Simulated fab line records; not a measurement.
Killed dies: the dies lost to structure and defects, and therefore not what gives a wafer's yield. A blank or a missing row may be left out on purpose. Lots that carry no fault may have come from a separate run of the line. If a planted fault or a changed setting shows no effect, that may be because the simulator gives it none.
Chamber matching / flow n5Finfet / pecvd-02 running N5_BEOL_M5_PECVD_70: 3 sister chambers
The step deposits SiO2 from TEOS/O2, target thk 16 nm, time 18 s. 6 wafers are shown with their chamber, then 12 later ones without.

## WAFERS PAIRED WITH THEIR CHAMBERS
wafer=L089.3; chamber=2; showerheadPlenumPTorr (Torr)=8.83; throttleValvePct (%)=22.9
wafer=L089.5; chamber=2; showerheadPlenumPTorr (Torr)=8.85; throttleValvePct (%)=23.2
wafer=L091.5; chamber=0; showerheadPlenumPTorr (Torr)=8.84; throttleValvePct (%)=21.9
wafer=L090.2; chamber=1; showerheadPlenumPTorr (Torr)=8.75; throttleValvePct (%)=21.9
wafer=L090.5; chamber=0; showerheadPlenumPTorr (Torr)=8.85; throttleValvePct (%)=21.7
wafer=L090.6; chamber=1; showerheadPlenumPTorr (Torr)=8.73; throttleValvePct (%)=21.9

## WAFERS WITH NO CHAMBER GIVEN
wafer=L093.3; showerheadPlenumPTorr (Torr)=8.73; throttleValvePct (%)=21.6
wafer=L093.4; showerheadPlenumPTorr (Torr)=8.88; throttleValvePct (%)=23.4
wafer=L093.6; showerheadPlenumPTorr (Torr)=8.86; throttleValvePct (%)=21.6
wafer=L094.1; showerheadPlenumPTorr (Torr)=8.82; throttleValvePct (%)=23.0
wafer=L094.2; showerheadPlenumPTorr (Torr)=8.73; throttleValvePct (%)=21.9
wafer=L094.6; showerheadPlenumPTorr (Torr)=8.74; throttleValvePct (%)=21.8
wafer=L096.2; showerheadPlenumPTorr (Torr)=8.89; throttleValvePct (%)=21.4
wafer=L096.4; showerheadPlenumPTorr (Torr)=8.84; throttleValvePct (%)=21.8
wafer=L096.5; showerheadPlenumPTorr (Torr)=8.75; throttleValvePct (%)=21.6
wafer=L097.1; showerheadPlenumPTorr (Torr)=8.85; throttleValvePct (%)=23.6
wafer=L097.2; showerheadPlenumPTorr (Torr)=8.74; throttleValvePct (%)=21.7
wafer=L097.5; showerheadPlenumPTorr (Torr)=8.74; throttleValvePct (%)=21.8

## EACH ONE'S CHAMBER
wafer=L093.3; from the rows above=1; in truth=1
wafer=L093.4; from the rows above=2; in truth=2
wafer=L093.6; from the rows above=0; in truth=0
wafer=L094.1; from the rows above=2; in truth=2
wafer=L094.2; from the rows above=1; in truth=1
wafer=L094.6; from the rows above=1; in truth=1
wafer=L096.2; from the rows above=0; in truth=0
wafer=L096.4; from the rows above=0; in truth=0
wafer=L096.5; from the rows above=1; in truth=1
wafer=L097.1; from the rows above=2; in truth=2
wafer=L097.2; from the rows above=1; in truth=1
wafer=L097.5; from the rows above=1; in truth=1
Correct placement for 12 of the 12. Can't be placed from these rows: 0. Wrongly placed: 0.
How it was worked out, from the rows above alone: a wafer's distance from a chamber is the root of the sum, over the readings, of the square of ((its reading less the chamber's mean) divided by the reading's scatter). The wafer belongs to the nearest chamber; if the next one is less than 2 further off, it can't be placed. Each chamber's mean is taken over the wafers shown for it. The scatter: the root of (the sum of the squares of (reading less its chamber's mean) over the shown wafers, divided by (wafers less chambers)).
